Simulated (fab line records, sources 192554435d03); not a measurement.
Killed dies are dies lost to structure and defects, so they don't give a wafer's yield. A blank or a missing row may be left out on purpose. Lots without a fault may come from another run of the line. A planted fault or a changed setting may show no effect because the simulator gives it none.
fab line records | flow n5_finfet
record lots=5 wafers=14 last_day=18
route steps=1938 shown BEOL_M3@936 BEOL_M4@1111 PASSIVATION@1936
lots that met no fault: from a run of the same line without faults
start_h: hours from the record's first day to the start of the lot's first wafer shown | wait_h: hours since the lot's step before | " the same as in the row above | L1.1+2: a row that stands for several wafers | - no value, or no start given | * or withheld: withheld | < > ~ a bound
route shown NAME@n: a module of which the file shows steps, and the number in the route of the first | usual: mean/standard deviation of fault-free wafers | same: alike in all rows | chamber/n: place in a boat | sites: the reading at each site | _std_site: their standard deviation | _edge_site: outer sites' mean less inner sites' | radius_mm: how far each site lies from the wafer's centre | mask NAME#n: copy n | behind: the tool/chamber that last shaped the wafer | hold: why the lot was held/for how many hours/how that ended | device: the transistor (n, p or np) that didn't switch | end of line: the same wafers' tests at the end of the route | a step without rows: its recipe alone | killed: dies lost to structure and defects at the first sort, not the wafer's yield | map: a wafer's dies, x killed, . not, _ none there
set.NAME: the setting as run; set.NAME@STEP: as run at that earlier step | model.NAME: the simulator's own value behind a step, which no gauge read
lots at some steps of the route; a table a step, a row a wafer
services: from which hour (start_h, from the record's first day; less than 0 if before it) a tool's chamber was out of use, for how many hours, and why
## steps
# step N5_BEOL_M3_COAT_62
# recipe resist=SiARC temp_c=220 time_s=60 spin_rpm=1500 resist_thk_nm=12
# step N5_BEOL_M3_COAT_73
# recipe resist=underlayer temp_c=205 time_s=60 spin_rpm=1500 resist_thk_nm=5
# step N5_BEOL_M3_COAT_05
# recipe resist=CAR-EUV spin_rpm=1500 resist_thk_nm=30
# step N5_BEOL_M3_EBR_07
# recipe solvent=PGMEA ebr_width_mm=1.5
# step N5_BEOL_M3_SOFTBAKE_06
# recipe temp_c=110 time_s=60 resist=CAR-EUV
# step N5_BEOL_M3_EXPOSE_08
# recipe mask_id=M3 na=0.33 source_shape=dipole sigma_inner=0.369 sigma_outer=0.767 polarization=unpolarized dose_mj=33
# step N5_BEOL_M3_PEB_09
# recipe peb_temp_c=100 peb_time_s=60 resist=CAR-EUV
# step N5_BEOL_M3_DEVELOP_10
# recipe develop_time_s=30 developer=TMAH resist=CAR-EUV rinse_liquid=surfactant_rinse dry=air_spin dev_temp_c=23
# step N5_BEOL_M3_CD_MEAS_11
# recipe target_cd_nm=17.05 landing_energy_ev=500 detector=se_inlens polarity=opening
# usual cd_nm=17.04/0.26
# same landing_energy_ev=500
# columns lot.wafer tool chamber start_h wait_h cd_nm
L892.2 cd_sem-03 0 201.68 - 16.55
L892.4 " 0 " " 17.06
L892.5 " 0 " " 16.80
L894.3 cd_sem-02 0 207.90 - 17.29
L894.4 " 0 " " 16.93
L894.6 " 0 " " 16.89
L904.2 cd_sem-02 0 252.91 - 17.14
L904.3 " 0 " " 17.36
L904.5 " 0 " " 17.21
L903.1 cd_sem-03 0 258.62 - 17.04
L903.6 " 0 " " 17.04
L907.3 cd_sem-01 0 280.48 - 17.07
L907.4 " 0 " " 17.02
L907.6 " 0 " " 17.44
# step N5_BEOL_M3_OVL_MEAS_12
# recipe points_per_wafer=522
# usual M3_OVL=0.0/0.72
# columns lot.wafer tool chamber start_h wait_h M3_OVL[nm]
L892.2 overlay-01 0 201.72 0.0 0.5
L892.4 " 0 " " -1.0
L892.5 " 0 " " -1.0
L894.3 overlay-02 0 207.94 0.0 -1.5
L894.4 " 0 " " 0.3
L894.6 " 0 " " 0.5
L904.2 overlay-02 0 252.95 0.0 -1.2
L904.3 " 0 " " 1.0
L904.5 " 0 " " 0.1
L903.1 overlay-02 0 258.65 0.0 0.1
L903.6 " 0 " " -0.2
L907.3 overlay-01 0 280.52 0.0 -0.6
L907.4 " 0 " " 1.2
L907.6 " 0 " " 0.7
# step N5_BEOL_M3_INSPECT_13
# recipe mode=adi inspect_instrument=brightfield
# usual raw_defect_count=445/110
# columns lot.wafer tool chamber start_h wait_h raw_defect_count
L892.2 defect_inspect-02 - 201.77 0.0 291
L892.4 " - " " 288
L892.5 " - " " 283
L894.3 defect_inspect-02 - 207.99 0.0 430
L894.4 " - " " 413
L894.6 " - " " 433
L904.2 defect_inspect-01 - 253.00 0.0 357
L904.3 " - " " 573
L904.5 " - " " 495
L903.1 defect_inspect-02 - 258.71 0.1 263
L903.6 " - " " 260
L907.3 defect_inspect-02 - 280.57 0.0 358
L907.4 " - " " 421
L907.6 " - " " 505
# step N5_BEOL_M3_DESCUM_16
# recipe chemistry=O2 time_s=7 source_power_w=50 bias_power_w=20 pressure_mtorr=20 rf_frequency_hz=2.712e+07 temp_c=40 resist=CAR-EUV o2_flow_sccm=225
# usual bias_power_w=19.99/0.06 drypump_motor_current_A=5.8/0.54 oes_product_au=0.76/0.071 rf_vpp_V=243.2/1.4 showerhead_plenum_p_Torr=2.10/0.071 throttle_valve_pct=20.52/0.27
# columns lot.wafer tool chamber start_h wait_h bias_power_w drypump_motor_current_A oes_product_au rf_hours_counter_h rf_vpp_V showerhead_plenum_p_Torr throttle_valve_pct
L892.2 rie_diel-01 3 202.19 0.4 20.06 6.2 0.75 174 244.0 2.18 20.27
L892.4 " 2 " " 20.04 5.7 0.75 170 245.3 2.15 20.50
L892.5 " 3 " " 20.05 6.2 0.74 - 244.6 2.18 20.28
L894.3 rie_diel-03 2 208.21 0.2 19.94 4.7 0.77 153 244.4 2.19 20.89
L894.4 " 0 " " 20.00 5.0 0.72 162 243.3 2.10 20.84
L894.6 " 2 " " 19.95 4.7 0.77 - 245.1 2.19 20.89
L904.2 rie_diel-01 0 253.06 0.1 19.98 6.1 0.90 20 244.0 2.05 19.98
L904.3 " 3 " " 20.00 6.2 0.73 190 244.6 2.18 20.30
L904.5 " 2 " " 19.96 5.7 0.75 - 244.9 2.15 20.51
L903.1 rie_diel-03 2 258.74 0.0 19.97 4.7 0.74 169 244.4 2.18 20.90
L903.6 " 3 " " 20.20 6.4 0.82 - 242.0 2.04 20.45
L907.3 rie_diel-01 3 280.65 0.1 20.04 6.2 0.73 199 244.3 2.17 20.32
L907.4 " 0 " " 19.89 6.2 0.88 29 241.3 2.05 19.98
L907.6 " 3 " " 20.04 6.2 0.72 - 242.7 2.17 20.30
# step N5_BEOL_M3_ETCH_74
# recipe chemistry=N2/H2 target=underlayer target_depth_a=65 mask_material=CAR-EUV time_s=5.2 ion_energy_ev=200 pressure_mtorr=30 source_w=840 bias_w=150 n2_flow_sccm=200 h2_flow_sccm=200 ends=cleared
# usual drypump_motor_current_A=5.8/0.54 etch_rf_on_time_s=5.19/0.17 oes_product_au=0.65/0.061 rf_vpp_V=524.1/2.6 showerhead_plenum_p_Torr=2.56/0.08 throttle_valve_pct=17.96/0.29
# columns lot.wafer tool chamber start_h wait_h drypump_motor_current_A etch_rf_on_time_s oes_product_au rf_hours_counter_h rf_vpp_V showerhead_plenum_p_Torr throttle_valve_pct
L892.2 rie_diel-01 3 202.23 0.0 6.2 4.93 0.65 174 527.4 2.66 17.77
L892.4 " 2 " " 5.7 5.29 0.65 170 526.2 2.64 18.01
L892.5 " 3 " " 6.2 4.95 0.65 - 525.7 2.66 17.79
L894.3 rie_diel-03 2 208.25 0.0 4.7 5.28 0.65 153 527.2 2.65 18.17
L894.4 " 0 " " 5.0 5.08 0.62 162 522.4 2.56 18.28
L894.6 " 2 " " 4.7 5.32 0.64 - 523.1 2.65 18.13
L904.2 rie_diel-01 0 253.09 0.0 6.2 5.19 0.76 20 521.1 2.50 17.39
L904.3 " 3 " " 6.2 4.95 0.65 190 526.1 2.65 17.81
L904.5 " 2 " " 5.7 5.32 0.62 - 525.0 2.63 18.05
L903.1 rie_diel-03 2 258.78 0.0 4.7 5.48 0.62 169 528.3 2.64 18.21
L903.6 " 3 " " 6.3 3.30 0.92 - 521.0 2.46 17.74
L907.3 rie_diel-01 3 280.69 0.0 6.2 4.88 0.63 199 527.4 2.64 17.82
L907.4 " 0 " " 6.1 5.28 0.73 29 522.6 2.50 17.38
L907.6 " 3 " " 6.2 4.89 0.64 - 527.6 2.64 17.81
# step N5_BEOL_M3_ETCH_63
# recipe chemistry=CF4 target=SiARC target_depth_a=156 mask_material=CAR-EUV time_s=26 ion_energy_ev=80 pressure_mtorr=40 source_w=545 bias_w=36 Ar_flow_sccm=100 cf4_flow_sccm=100 ends=cleared
# usual drypump_motor_current_A=5.8/0.54 etch_rf_on_time_s=26.0/0.83 oes_product_au=0.65/0.061 rf_vpp_V=184.1/1.1 showerhead_plenum_p_Torr=2.15/0.066 throttle_valve_pct=15.68/0.26
# columns lot.wafer tool chamber start_h wait_h drypump_motor_current_A etch_rf_on_time_s oes_product_au rf_hours_counter_h rf_vpp_V showerhead_plenum_p_Torr throttle_valve_pct
L892.2 rie_diel-01 3 202.24 0.0 6.2 24.6 0.66 174 183.3 2.23 15.44
L892.4 " 2 " " 5.7 26.0 0.65 170 184.5 2.22 15.78
L892.5 " 3 " " 6.2 24.3 0.67 - 184.3 2.23 15.46
L894.3 rie_diel-03 2 208.26 0.0 4.7 26.1 0.65 153 185.1 2.23 15.99
L894.4 " 0 " " 5.0 25.3 0.63 162 184.8 2.14 15.88
L894.6 " 2 " " 4.7 26.4 0.64 - 185.9 2.23 16.00
L904.2 rie_diel-01 0 253.11 0.0 6.1 26.2 0.75 20 185.4 2.10 15.15
L904.3 " 3 " " 6.2 24.8 0.64 190 184.1 2.22 15.47
L904.5 " 2 " " 5.7 26.3 0.63 - 185.1 2.21 15.80
L903.1 rie_diel-03 2 258.79 0.0 4.7 27.4 0.63 169 185.2 2.22 16.02
L903.6 " 3 " " 6.4 25.0 0.72 - 182.8 2.07 15.50
L907.3 rie_diel-01 3 280.71 0.0 6.2 24.4 0.64 199 185.9 2.22 15.50
L907.4 " 0 " " 6.2 26.1 0.74 29 182.3 2.09 15.16
L907.6 " 3 " " 6.2 24.4 0.64 - 184.5 2.22 15.49
# step N5_BEOL_M4_RC_MEAS_101
# usual DIBL_N=36.0/1.6 DIBL_P=35.8/2 IOFF_N=0.152/0.03 IOFF_P=0.20/0.031 ION_N=670/12 ION_P=459/7.4 SS_N=71.5/0.56 SS_P=73.2/0.64 VT_N=251/3.5 VT_P=-252/3.3
# columns lot.wafer tool chamber start_h wait_h DIBL_N[mV/V] DIBL_P[mV/V] IOFF_N[nA/um] IOFF_P[nA/um] ION_N[uA/um] ION_P[uA/um] SS_N[mV/dec] SS_P[mV/dec] VT_N[mV] VT_P[mV]
L892.2 prober-01 0 238.61 0.2 36.0 36.9 0.158 0.23 674 471 71.4 73.7 249 -247
L892.4 " 0 " " 36.6 37.6 0.160 0.24 669 457 71.3 73.4 250 -247
L892.5 " 0 " " 36.3 38.0 0.149 0.25 656 461 71.5 73.1 254 -248
L894.3 prober-01 0 241.69 0.3 38.7 37.2 0.189 0.24 674 461 72.8 73.8 248 -248
L894.4 " 0 " " 37.1 35.6 0.155 0.22 664 460 71.8 73.9 253 -248
L894.6 " 0 " " 36.7 34.9 0.148 0.20 684 465 71.5 73.1 251 -250
L904.2 prober-02 0 292.00 0.2 35.6 32.7 0.127 0.16 656 443 71.8 73.0 254 -257
L904.3 " 0 " " 35.2 33.2 0.122 0.15 659 443 71.1 73.0 256 -258
L904.5 " 0 " " 34.1 32.0 0.109 0.14 673 459 71.4 71.8 257 -258
L903.1 prober-01 0 301.95 0.0 37.7 38.1 0.196 0.22 686 459 71.2 73.9 244 -251
L903.6 " 0 " " 35.6 36.1 0.155 0.20 675 466 71.2 72.8 248 -250
L907.3 prober-02 0 329.27 0.3 34.8 33.4 0.128 0.20 659 464 71.4 73.2 252 -246
L907.4 " 0 " " 36.7 35.4 0.155 0.24 676 468 71.2 73.9 249 -246
L907.6 " 0 " " 36.1 34.2 0.141 0.21 667 461 71.7 73.1 251 -248
# step N5_PASSIVATION_PROBE_49
# usual defect_limited_yield=91.6/1.4 killed_at_M0_to_M3=33/10 killed_at_M4_up=13/5.3 killed_at_contacts=13/5.9 killed_at_front_end=36/12 killed_at_other=4/3.1 killed_dies=99/16 killed_open=65/13 killed_short=32/7.3 sort_bin_5_function=4.9/0.9 sort_bin_6_memory=3.1/0.66 sort_n_pass=1081/17 sort_yield_pct=91.6/1.4
# same gross_dies=1180 killed_at_back_side=0 sort_bin_4_leakage[%]=0 sort_bin_8_speed[%]=0
# columns lot.wafer tool chamber start_h wait_h defect_limited_yield[%] killed_at_M0_to_M3 killed_at_M4_up killed_at_contacts killed_at_front_end killed_at_other killed_dies killed_open killed_short sort_bin_5_function[%] sort_bin_6_memory[%] sort_n_pass sort_yield_pct[%]
L903.1 prober-02 - 414.47 0.0 89.7 29 14 6 68 4 121 83 38 6.2 4.0 1059 89.7
# killed by level:class
L903.1 STI_FIN_REVEAL:geometric_particle:open=27 FIN_SAQP:geometric_particle:short=9 ILD0:geometric_particle:open=6 BEOL_M3:geometric_particle:open=6 ILD0:geometric_particle:short=5 MOL_CONTACT_COAG:geometric_particle:open=5 BEOL_M4:geometric_particle:open=5 BEOL_M0_SAQP:geometric_particle:short=4
## services
# columns tool chamber start_h hours kind
rie_diel-03 - 179.33 2.8 pm
## key
first_sign step=N5_BEOL_M3_ETCH_74 reading=etch_rf_on_time_s direction=down sigmas=11 usual=* struck=*
effect step=N5_BEOL_M3_ETCH_74 reading=oes_product_au direction=up sigmas=4.4 usual=0.65 struck=0.92
met_at N5_BEOL_M3_ETCH_74
struck_wafers L903.6
onset_between 208.25 258.78
fault kind=process_parameter_drift tool=rie_diel-03 chamber=- onset_h=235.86 steps=N5_BEOL_M3_ETCH_74 channel=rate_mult offset=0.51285 shape=step end_h=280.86 scope=struck_wafers_only
